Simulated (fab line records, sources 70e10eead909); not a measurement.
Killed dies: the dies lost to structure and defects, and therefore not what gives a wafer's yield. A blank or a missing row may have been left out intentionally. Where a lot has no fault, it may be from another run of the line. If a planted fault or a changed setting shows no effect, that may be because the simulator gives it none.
Which of the tools did it?	flow nand-harc	72 wafers from 24 lots sampled at 6 of the route's 1159 steps

WHAT EACH GAUGE READ, for each wafer
NHARC_P_BONDPAD_OVL_MEAS_38.
lot	measured	on	overlay-x-nm (nm)	overlay-y-nm (nm)
L075	day 6 09:01	overlay-01	0 0 0	-11 -11 -10
L074	day 6 15:07	overlay-01	-1 0 -1	0 0 1
L077	day 7 01:30	overlay-02	7 7 7	7 7 7
L076	day 7 02:13	overlay-02	6 6 6	-5 -5 -4
L078	day 7 07:09	overlay-02	-2 -3 -2	-2 -1 -2
L079	day 7 08:36	overlay-01	-8 -8 -8	-4 -4 -4
L080	day 8 05:01	overlay-02	-2 -2 -2	-1 -1 -1
L081	day 8 05:04	overlay-01	-7 -7 -7	-10 -10 -11
L082	day 8 09:26	overlay-02	5 6 5	2 3 3
L083	day 8 17:44	overlay-02	3 3 3	3 3 3
L084	day 8 23:12	overlay-01	-5 -6 -6	11 11 11
L086	day 9 16:30	overlay-02	7 6 8	3 4 3
L085	day 9 16:40	overlay-01	-11 -11 -11	-3 -2 -2
L088	day 9 17:14	overlay-02	-7 -8 -7	-3 -3 -4
L087	day 9 18:37	overlay-02	-1 0 0	-9 -9 -9
L089	day 10 01:09	overlay-01	-4 -4 -4	-3 -3 -3
L090	day 10 02:36	overlay-01	0 0 0	0 1 0
L092	day 10 22:53	overlay-02	-13 -12 -12	-11 -10 -10
L091	day 11 00:01	overlay-02	6 6 6	-2 -1 -1
L093	day 11 00:46	overlay-02	5 6 6	12 13 12
L094	day 11 08:58	overlay-02	4 4 4	5 5 5
L095	day 11 15:56	overlay-02	4 4 4	8 8 7
L097	day 11 19:21	overlay-01	-4 -4 -4	-7 -8 -8
L096	day 11 20:32	overlay-02	-5 -5 -5	-5 -4 -5

WHICH TOOL RAN EACH LOT (tool, then ch and the chambers of the sampled wafers, then the start)
lot	NHARC_P_CONTACT_STRIP_28	NHARC_P_M0_STRIP_18	NHARC_P_M0_PRE_CLEAN_29	NHARC_P_M1_CMP_23	NHARC_P_M2_DESCUM_14
L075	rie-diel-13 ch 0,2,3, day 5 16:14	rie-diel-07 ch 1,2,3, day 5 20:19	pvd-sputter-01, day 6 02:31 or earlier	cmp-04 ch 0,1,2, day 6 02:31	rie-diel-10 ch 0,1,2, day 6 04:34
L074	rie-diel-09 ch 0,1,3, day 5 18:03	rie-diel-07 ch 0,2,3, day 6 02:04	pvd-sputter-01, day 6 08:02 or earlier	cmp-04 ch 0,1,3, day 6 08:02	rie-diel-10 ch 0,2,3, day 6 10:06
L077	rie-diel-13 ch 0,1,2, day 6 04:20	rie-diel-02 ch 1,2,3, day 6 13:19	pvd-sputter-01, day 6 19:10 or earlier	cmp-04 ch 0,1,3, day 6 19:10	rie-diel-10 ch 0,1, day 6 21:02
L076	rie-diel-09 ch 0,1, day 6 04:37	rie-diel-12 ch 1,3, day 6 13:47	pvd-sputter-03, day 6 19:41 or earlier	cmp-04 ch 0,1,3, day 6 19:41	rie-diel-10 ch 0,2,3, day 6 21:39
L078	rie-diel-13 ch 1,2, day 6 14:52	rie-diel-02 ch 2,3, day 6 18:32	pvd-sputter-02, day 7 00:22 or earlier	cmp-04 ch 1,2,3, day 7 00:22	rie-diel-08 ch 2,3, day 7 02:21
L079	rie-diel-04 ch 1,2, day 6 16:50	rie-diel-07 ch 0,2,3, day 6 20:27	pvd-sputter-01, day 7 02:07 or earlier	cmp-04 ch 0,1,2, day 7 02:07	rie-diel-10 ch 0,1,2, day 7 04:10
L080	rie-diel-13 ch 0,1,3, day 7 08:42	rie-diel-07 ch 0,1,3, day 7 15:36	pvd-sputter-03, day 7 21:47 or earlier	cmp-02 ch 0,2,3, day 7 21:47	rie-diel-10 ch 1,2,3, day 8 00:10
L081	rie-diel-13 ch 0,2,3, day 7 09:50	rie-diel-02 ch 0,1,3, day 7 16:08	pvd-sputter-03, day 7 22:11 or earlier	cmp-04 ch 0,1,2, day 7 22:11	rie-diel-08 ch 0,2,3, day 8 00:31
L082	rie-diel-13 ch 0,1,2, day 7 16:47	rie-diel-02 ch 0,2, day 7 20:23	pvd-sputter-03, day 8 02:55 or earlier	cmp-02 ch 0,1,3, day 8 02:55	rie-diel-10 ch 0,2,3, day 8 04:52
L083	rie-diel-04 ch 0,2,3, day 7 22:49	rie-diel-12 ch 0,2,3, day 8 05:24	pvd-sputter-03, day 8 11:11 or earlier	cmp-02 ch 0,2,3, day 8 11:11	rie-diel-05 ch 1,2,3, day 8 13:18
L084	rie-diel-04 ch 0,2, day 8 07:13	rie-diel-02 ch 0,1,3, day 8 10:53	pvd-sputter-03, day 8 16:40 or earlier	cmp-03 ch 0,1,3, day 8 16:40	rie-diel-05 ch 1,3, day 8 18:42
L086	rie-diel-04 ch 0,1,2, day 8 19:46	rie-diel-12 ch 1,2,3, day 9 03:47	pvd-sputter-01, day 9 09:45 or earlier	cmp-04 ch 2,3, day 9 09:45	rie-diel-05 ch 1,2, day 9 11:44
L085	rie-diel-04 ch 0,1,2, day 8 20:41	rie-diel-02 ch 0,1,2, day 9 04:12	pvd-sputter-02, day 9 09:59 or earlier	cmp-02 ch 0,1,3, day 9 09:59	rie-diel-10 ch 1,2,3, day 9 12:11
L088	rie-diel-13 ch 1,2, day 8 22:02	rie-diel-02 ch 0,1,3, day 9 04:48	pvd-sputter-03, day 9 10:40 or earlier	cmp-02 ch 0,1,3, day 9 10:40	rie-diel-08 ch 1,2, day 9 12:39
L087	rie-diel-13 ch 0,1,3, day 9 02:10	rie-diel-12 ch 0,1,3, day 9 05:55	pvd-sputter-01, day 9 11:53 or earlier	cmp-03 ch 0,2,3, day 9 11:53	rie-diel-10 ch 0,2,3, day 9 14:17
L089	rie-diel-13 ch 0,1,2, day 9 09:08	rie-diel-02 ch 0,1,2, day 9 12:47	pvd-sputter-03, day 9 18:32 or earlier	cmp-03 ch 1,2,3, day 9 18:32	rie-diel-08 ch 0,1,3, day 9 20:35
L090	rie-diel-13 ch 0,1,2, day 9 10:37	rie-diel-02 ch 1,2, day 9 14:14	pvd-sputter-02, day 9 20:01 or earlier	cmp-02 ch 0,1, day 9 20:01	rie-diel-10 ch 1,3, day 9 22:05
L092	rie-diel-13 ch 0,1,2, day 9 22:56	rie-diel-02 ch 0,1,3, day 10 10:11	pvd-sputter-01, day 10 16:00 or earlier	cmp-02 ch 0,2,3, day 10 16:00	rie-diel-10 ch 0,1,3, day 10 17:55
L091	rie-diel-13 ch 1,2,3, day 9 23:27	rie-diel-02 ch 1,3, day 10 10:34	pvd-sputter-03, day 10 16:22 or earlier	cmp-02 ch 1,2,3, day 10 16:22	rie-diel-08 ch 1,2,3, day 10 18:23
L093	rie-diel-13 ch 0,1, day 10 03:42	rie-diel-12 ch 1,2, day 10 12:15	pvd-sputter-03, day 10 18:04 or earlier	cmp-03 ch 0,2,3, day 10 18:04	rie-diel-10 ch 0,3, day 10 20:01
L094	rie-diel-09 ch 1,2,3, day 10 14:11	rie-diel-12 ch 0,1, day 10 20:12	pvd-sputter-03, day 11 02:01 or earlier	cmp-04 ch 0,3, day 11 02:01	rie-diel-10 ch 0,2,3, day 11 04:20
L095	rie-diel-09 ch 0,2,3, day 10 18:53	rie-diel-12 ch 0,1,2, day 11 03:06	pvd-sputter-01, day 11 08:59 or earlier	cmp-02 ch 1,2,3, day 11 08:59	rie-diel-10 ch 1,3, day 11 11:08
L097	rie-diel-09 ch 0,1,3, day 11 03:04	rie-diel-12 ch 1,2,3, day 11 06:40	pvd-sputter-02, day 11 13:06 or earlier	cmp-03 ch 1,2,3, day 11 13:06	rie-diel-10 ch 0,1,3, day 11 15:01
L096	rie-diel-13 ch 1,2,3, day 11 03:24	rie-diel-07 ch 1,2,3, day 11 07:04	pvd-sputter-03, day 11 13:53 or earlier	cmp-04 ch 0,2,3, day 11 13:53	rie-diel-10 ch 0,2,3, day 11 15:56
- NHARC_P_CONTACT_STRIP_28: strips in O2.
- NHARC_P_M0_STRIP_18: strips in N2/H2.
- NHARC_P_M0_PRE_CLEAN_29: time 30 s.
- NHARC_P_M1_CMP_23: polishes, t overpolish 20 s, target thk 157.82 nm.
- NHARC_P_M2_DESCUM_14: chemistry O2, time 3 s.

AS READ BY THE TOOLS THEMSELVES (means over the sampled wafers that have a number; for cases with no such wafer, the mark the record gives instead)
NHARC_P_CONTACT_STRIP_28.
lot	tool	drypump-motor-current-A (A)	oes-product-au (a.u.)	rf-vpp-V (V)	showerhead-plenum-p-Torr (Torr)	throttle-valve-pct (%)
L075	rie-diel-13	5.6	1.006	57.7	3.54	17.039
L074	rie-diel-09	5.2	1.005	57.7	3.46	17.034
L077	rie-diel-13	5.5	0.998	58.1	3.53	17.037
L076	rie-diel-09	4.9	1.006	57.8	3.53	17.044
L078	rie-diel-13	5.5	1.008	57.7	3.45	17.043
L079	rie-diel-04	5.7	0.990	58.2	3.62	17.038
L080	rie-diel-13	5.8	1.006	58.0	3.61	17.033
L081	rie-diel-13	5.6	0.996	57.4	3.54	17.037
L082	rie-diel-13	5.5	0.995	58.4	3.53	17.036
L083	rie-diel-04	5.8	1.008	57.4	3.50	17.044
L084	rie-diel-04	5.6	0.999	58.1	3.58	17.026
L086	rie-diel-04	5.5	1.003	57.8	3.58	17.027
L085	rie-diel-04	5.4	1.001	58.8	3.58	17.042
L088	rie-diel-13	5.5	0.996	57.0	3.45	17.040
L087	rie-diel-13	5.8	0.997	57.3	3.60	17.038
L089	rie-diel-13	5.5	1.002	57.4	3.53	17.036
L090	rie-diel-13	5.6	0.997	58.1	3.52	17.039
L092	rie-diel-13	5.5	0.991	57.6	3.52	17.034
L091	rie-diel-13	5.7	1.001	58.1	3.53	17.032
L093	rie-diel-13	5.6	0.990	58.0	3.60	17.032
L094	rie-diel-09	5.1	0.998	57.6	3.43	17.037
L095	rie-diel-09	5.2	0.999	57.2	3.44	17.039
L097	rie-diel-09	5.2	0.991	57.2	3.43	17.032
L096	rie-diel-13	5.7	0.998	58.2	3.52	17.044

NHARC_P_M0_STRIP_18.
lot	tool	drypump-motor-current-A (A)	oes-product-au (a.u.)	rf-vpp-V (V)	showerhead-plenum-p-Torr (Torr)	throttle-valve-pct (%)
L075	rie-diel-07	5.6	0.989	91.9	2.08	14.174
L074	rie-diel-07	5.8	0.996	90.8	2.13	14.169
L077	rie-diel-02	6.0	0.995	90.9	2.11	14.174
L076	rie-diel-12	5.7	1.007	90.5	2.06	14.179
L078	rie-diel-02	5.9	0.996	90.8	2.12	14.179
L079	rie-diel-07	5.8	0.988	91.8	2.13	14.169
L080	rie-diel-07	5.3	0.992	90.5	2.04	14.166
L081	rie-diel-02	5.9	0.997	91.4	2.07	14.167
L082	rie-diel-02	5.6	1.006	90.7	2.01	14.177
L083	rie-diel-12	5.9	1.001	90.4	1.98	14.175
L084	rie-diel-02	5.9	1.002	90.3	2.07	14.171
L086	rie-diel-12	5.5	0.997	90.9	2.01	14.170
L085	rie-diel-02	5.9	1.000	92.1	2.04	14.169
L088	rie-diel-02	5.9	0.998	90.6	2.07	14.170
L087	rie-diel-12	5.9	0.992	90.8	2.03	14.173
L089	rie-diel-02	5.9	1.005	90.5	2.04	14.164
L090	rie-diel-02	6.0	1.005	91.7	2.07	14.164
L092	rie-diel-02	5.9	1.005	91.0	2.07	14.173
L091	rie-diel-02	6.2	1.001	90.9	2.10	14.178
L093	rie-diel-12	5.3	1.007	90.2	1.96	14.162
L094	rie-diel-12	5.6	0.999	90.4	2.04	14.184
L095	rie-diel-12	5.7	1.004	90.6	1.98	14.176
L097	rie-diel-12	5.5	0.996	90.4	2.01	14.175
L096	rie-diel-07	5.6	1.000	90.8	2.08	14.173

NHARC_P_M0_PRE_CLEAN_29.
lot	tool	heater-power-w (W)
L075	pvd-sputter-01	390
L074	pvd-sputter-01	391
L077	pvd-sputter-01	404
L076	pvd-sputter-03	410
L078	pvd-sputter-02	381
L079	pvd-sputter-01	373
L080	pvd-sputter-03	406
L081	pvd-sputter-03	417
L082	pvd-sputter-03	409
L083	pvd-sputter-03	420
L084	pvd-sputter-03	414
L086	pvd-sputter-01	379
L085	pvd-sputter-02	377
L088	pvd-sputter-03	411
L087	pvd-sputter-01	406
L089	pvd-sputter-03	422
L090	pvd-sputter-02	379
L092	pvd-sputter-01	422
L091	pvd-sputter-03	415
L093	pvd-sputter-03	409
L094	pvd-sputter-03	423
L095	pvd-sputter-01	380
L097	pvd-sputter-02	394
L096	pvd-sputter-03	420

NHARC_P_M1_CMP_23.
lot	tool	motor-current-A (A)	slurry-filter-dp-kPa (kPa)	time-to-endpoint-s (s)
L075	cmp-04	12.6	13.50	32.6
L074	cmp-04	12.6	13.63	31.7
L077	cmp-04	12.5	13.51	29.5
L076	cmp-04	12.7	13.58	28.7
L078	cmp-04	13.6	13.48	27.5
L079	cmp-04	12.4	13.47	26.6
L080	cmp-02	13.1	13.60	29.5
L081	cmp-04	12.7	13.53	27.4
L082	cmp-02	11.9	13.40	27.6
L083	cmp-02	12.9	13.51	30.6
L084	cmp-03	12.9	13.45	29.3
L086	cmp-04	13.5	13.58	29.7
L085	cmp-02	11.8	13.52	26.7
L088	cmp-02	12.4	13.50	26.5
L087	cmp-03	12.3	13.46	28.9
L089	cmp-03	12.8	13.39	29.4
L090	cmp-02	11.7	13.51	29.2
L092	cmp-02	13.2	13.38	29.7
L091	cmp-02	12.4	13.56	28.2
L093	cmp-03	12.2	13.38	29.9
L094	cmp-04	12.2	13.42	30.4
L095	cmp-02	12.3	13.61	32.6
L097	cmp-03	12.7	13.43	29.7
L096	cmp-04	12.8	13.44	28.6

NHARC_P_M2_DESCUM_14.
lot	tool	drypump-motor-current-A (A)	oes-product-au (a.u.)	rf-vpp-V (V)	showerhead-plenum-p-Torr (Torr)	throttle-valve-pct (%)
L075	rie-diel-10	6.1	1.002	57.6	1.92	11.326
L074	rie-diel-10	6.0	0.997	58.2	1.91	11.308
L077	rie-diel-10	6.0	1.008	58.4	1.95	11.312
L076	rie-diel-10	6.0	0.995	57.0	1.91	11.305
L078	rie-diel-08	5.4	0.999	58.2	1.93	11.313
L079	rie-diel-10	6.1	0.993	57.5	1.92	11.313
L080	rie-diel-10	6.2	0.988	58.7	1.92	11.307
L081	rie-diel-08	5.7	0.994	58.2	1.98	11.299
L082	rie-diel-10	6.0	1.004	57.1	1.91	11.317
L083	rie-diel-05	5.8	0.996	58.2	2.01	11.314
L084	rie-diel-05	5.5	1.001	58.2	2.03	11.302
L086	rie-diel-05	5.9	0.997	57.6	2.00	11.312
L085	rie-diel-10	6.2	0.999	57.5	1.92	11.313
L088	rie-diel-08	5.4	0.998	58.2	1.98	11.311
L087	rie-diel-10	6.0	1.000	57.3	1.91	11.311
L089	rie-diel-08	5.8	1.009	58.1	1.88	11.316
L090	rie-diel-10	6.1	0.995	58.1	1.94	11.312
L092	rie-diel-10	5.9	0.996	57.5	1.93	11.309
L091	rie-diel-08	5.5	0.999	57.4	1.90	11.318
L093	rie-diel-10	5.8	1.006	56.8	1.92	11.318
L094	rie-diel-10	6.0	0.997	58.0	1.91	11.307
L095	rie-diel-10	6.1	0.995	57.6	1.94	11.307
L097	rie-diel-10	5.9	0.993	58.1	1.93	11.311
L096	rie-diel-10	6.0	1.000	58.2	1.91	11.317

THE ANSWER, worked out from the rows above alone
Rule: the usual values come from the lots themselves. Put in order of their means at a reading, lots are off if they are a third of the lots or fewer, leave a main group of 4 or more, and stand apart from it by a gap of 3 or more times the standard deviation of the main group's means; of several such gaps the widest counts. A main group is skipped when, at the precision printed for the reading in the tables above, its means are all equal. A lot without any number at a reading at which 4 lots or more have one is off too. Where the step has rows for the other lots, those lots are counted as sound. After the gauges, taken in route order, come the tools' own readings; for these a lot's mean is taken, as printed above. The first step at which some lot is off is used, and at that step the reading that is off furthest; a lot without a number counts as furthest.
None of the lots is off at any reading shown; this tells nothing.

WHAT WAS PUT IN BY THE SIMULATOR
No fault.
